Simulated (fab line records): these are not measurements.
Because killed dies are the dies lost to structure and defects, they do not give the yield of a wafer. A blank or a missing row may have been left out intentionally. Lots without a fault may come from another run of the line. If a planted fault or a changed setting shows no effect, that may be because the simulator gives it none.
Matching of chambers + flow n5 finfet + 4 sister chambers for N5_FIN_CUT_STRIP_22 on rie diel-03
The step strips in N2/H2. 14 wafers are shown with their chamber, then 7 later ones without.

WAFERS, EACH WITH ITS CHAMBER
| wafer  | chamber | drypump motor current A (A) | throttle valve pct (%) | showerhead plenum p Torr (Torr) |
|--------|---------|-----------------------------|------------------------|---------------------------------|
| L074.1 | 1       | 6.5                         | 19.4                   | 3.50                            |
| L074.2 | 0       | 5.9                         | 19.3                   | 3.52                            |
| L074.5 | 2       | 5.6                         | 19.3                   | 3.43                            |
| L077.3 | 0       | 5.9                         | 19.3                   | 3.52                            |
| L077.4 | 3       | 5.9                         | 20.1                   | 3.51                            |
| L077.5 | 0       | 5.9                         | 19.3                   | 3.52                            |
| L082.1 | 3       | 5.9                         | 20.2                   | 3.51                            |
| L082.3 | 0       | 5.9                         | 19.2                   | 3.51                            |
| L082.4 | 2       | 5.7                         | 19.3                   | 3.42                            |
| L085.1 | 0       | 5.9                         | 19.3                   | 3.51                            |
| L085.2 | 2       | 5.7                         | 19.3                   | 3.42                            |
| L085.6 | 1       | 6.5                         | 19.4                   | 3.49                            |
| L086.3 | 1       | 6.5                         | 19.5                   | 3.49                            |
| L086.4 | 0       | 5.9                         | 19.3                   | 3.51                            |

SIGNATURES (averages over the wafers above)
| reading                  | chamber 0 | chamber 1 | chamber 2 | chamber 3 | scatter within a chamber |
|--------------------------|-----------|-----------|-----------|-----------|--------------------------|
| drypump motor current A  | 5.900     | 6.500     | 5.667     | 5.900     | 0.0258                   |
| throttle valve pct       | 19.283    | 19.433    | 19.300    | 20.150    | 0.0447                   |
| showerhead plenum p Torr | 3.5150    | 3.4933    | 3.4233    | 3.5100    | 0.00532                  |
Rule: for a wafer and a chamber, the distance is found by dividing, reading by reading, the gap between the wafer's reading and the chamber's mean by the reading's scatter, squaring, summing and taking the root. If the next closest chamber is less than 2 further off than the closest, the wafer can't be placed; otherwise it belongs to the closest. The scatter: the root of (the sum of the squares of (reading less its chamber's mean) over the shown wafers, divided by (wafers less chambers)).

WAFERS WITHOUT THEIR CHAMBER
| wafer  | drypump motor current A (A) | throttle valve pct (%) | showerhead plenum p Torr (Torr) |
|--------|-----------------------------|------------------------|---------------------------------|
| L086.5 | 5.9                         | 20.2                   | 3.50                            |
| L093.1 | 5.9                         | 20.2                   | 3.50                            |
| L093.4 | 5.9                         | 19.3                   | 3.50                            |
| L093.5 | 5.9                         | 20.2                   | 3.50                            |
| L094.2 | 5.9                         | 20.2                   | 3.49                            |
| L094.3 | 5.6                         | 19.3                   | 3.41                            |
| L094.4 | 5.7                         | 19.3                   | 3.41                            |

THE CHAMBER EACH PASSED THROUGH
| wafer  | from the rows above | in truth |
|--------|---------------------|----------|
| L086.5 | 3                   | 3        |
| L093.1 | 3                   | 3        |
| L093.4 | 0                   | 0        |
| L093.5 | 3                   | 3        |
| L094.2 | 3                   | 3        |
| L094.3 | 2                   | 2        |
| L094.4 | 2                   | 2        |
7 of 7 placed correctly. From these rows, 0 cannot be placed. Wrongly placed: 0.
